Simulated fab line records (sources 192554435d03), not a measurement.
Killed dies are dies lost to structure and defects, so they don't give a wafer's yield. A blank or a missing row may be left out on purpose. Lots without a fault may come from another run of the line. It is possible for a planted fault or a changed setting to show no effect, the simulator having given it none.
Matching of chambers -- flow n5 finfet -- 4 sister chambers for N5_HKMG_FIN_ETCH_67 on rie diel-05
The step etches SOC in N2/H2, stops on TiN, target depth 388.9 nm. 42 wafers are shown with their chamber, then 12 later ones without.

== WAFERS, EACH WITH ITS CHAMBER ==
wafer,chamber,drypump motor current A (A),showerhead plenum p Torr (Torr),throttle valve pct (%)
L074.1,0,6.6,2.52,17.82
L074.2,1,5.8,2.69,17.90
L074.3,2,5.1,2.64,18.05
L075.1,0,6.6,2.51,17.83
L075.3,1,5.7,2.69,17.91
L075.5,1,5.7,2.69,17.91
L076.1,0,6.6,2.51,17.85
L076.2,3,5.7,2.70,17.42
L076.3,2,5.1,2.64,18.04
L076.4,1,5.8,2.69,17.90
L076.5,1,5.8,2.69,17.90
L076.6,0,6.6,2.51,17.82
L080.1,1,5.7,2.68,17.93
L080.2,0,6.6,2.51,17.84
L080.3,3,5.7,2.70,17.43
L080.4,2,5.1,2.64,18.06
L080.5,2,5.1,2.64,18.05
L080.6,3,5.7,2.70,17.42
L081.1,1,5.8,2.68,17.94
L081.3,2,5.1,2.64,18.06
L081.5,1,5.8,2.68,17.93
L082.2,2,5.1,2.64,18.07
L082.3,1,5.7,2.68,17.94
L082.5,0,6.6,2.51,17.86
L086.1,1,5.8,2.68,17.96
L086.3,3,5.7,2.69,17.46
L086.4,2,5.1,2.63,18.06
L087.2,1,5.8,2.68,17.96
L087.3,0,6.6,2.50,17.86
L087.5,3,5.7,2.69,17.46
L088.2,3,5.7,2.69,17.45
L088.3,1,5.7,2.68,17.96
L088.5,0,6.6,2.50,17.85
L090.1,0,6.6,2.50,17.88
L090.5,1,5.8,2.67,17.98
L090.6,0,6.6,2.50,17.88
L092.1,0,6.6,2.50,17.88
L092.2,3,5.7,2.69,17.46
L092.3,1,5.8,2.67,17.96
L092.4,2,5.1,2.63,18.09
L092.5,1,5.7,2.67,17.98
L092.6,0,6.6,2.50,17.89

SIGNATURES (means of the wafers above)
reading,chamber 0,chamber 1,chamber 2,chamber 3,scatter within a chamber
drypump motor current A,6.600,5.760,5.100,5.700,0.0308
showerhead plenum p Torr,2.5058,2.6813,2.6375,2.6943,0.00646
throttle valve pct,17.8550,17.9373,18.0600,17.4429,0.0239
Rule: for a wafer and a chamber, the distance is found by dividing, reading by reading, the gap between the wafer's reading and the chamber's mean by the reading's scatter, squaring, summing and taking the root. The wafer belongs to the nearest chamber; if the next one is less than 2 further off, it can't be placed. The scatter: take each reading less its chamber's mean, square it, sum over the shown wafers, divide by the number of wafers less the number of chambers, and take the root.

== WAFERS WHOSE CHAMBER IS MISSING ==
wafer,drypump motor current A (A),showerhead plenum p Torr (Torr),throttle valve pct (%)
L093.3,5.7,2.67,17.97
L093.5,6.6,2.50,17.88
L093.6,5.8,2.67,17.96
L094.1,5.7,2.67,17.97
L094.2,5.1,2.63,18.11
L094.3,5.7,2.68,17.46
L094.4,6.6,2.50,17.89
L094.5,5.1,2.63,18.11
L094.6,5.7,2.67,17.96
L096.4,6.6,2.50,17.92
L096.5,5.7,2.68,17.48
L096.6,5.1,2.63,18.11

== CHAMBER TAKEN BY EACH ==
wafer,from the rows above,in truth
L093.3,1,1
L093.5,0,0
L093.6,1,1
L094.1,1,1
L094.2,2,2
L094.3,3,3
L094.4,0,0
L094.5,2,2
L094.6,1,1
L096.4,0,0
L096.5,3,3
L096.6,2,2
Placed correctly: 12 of 12. From these rows, 0 cannot be placed. Wrongly placed: 0.
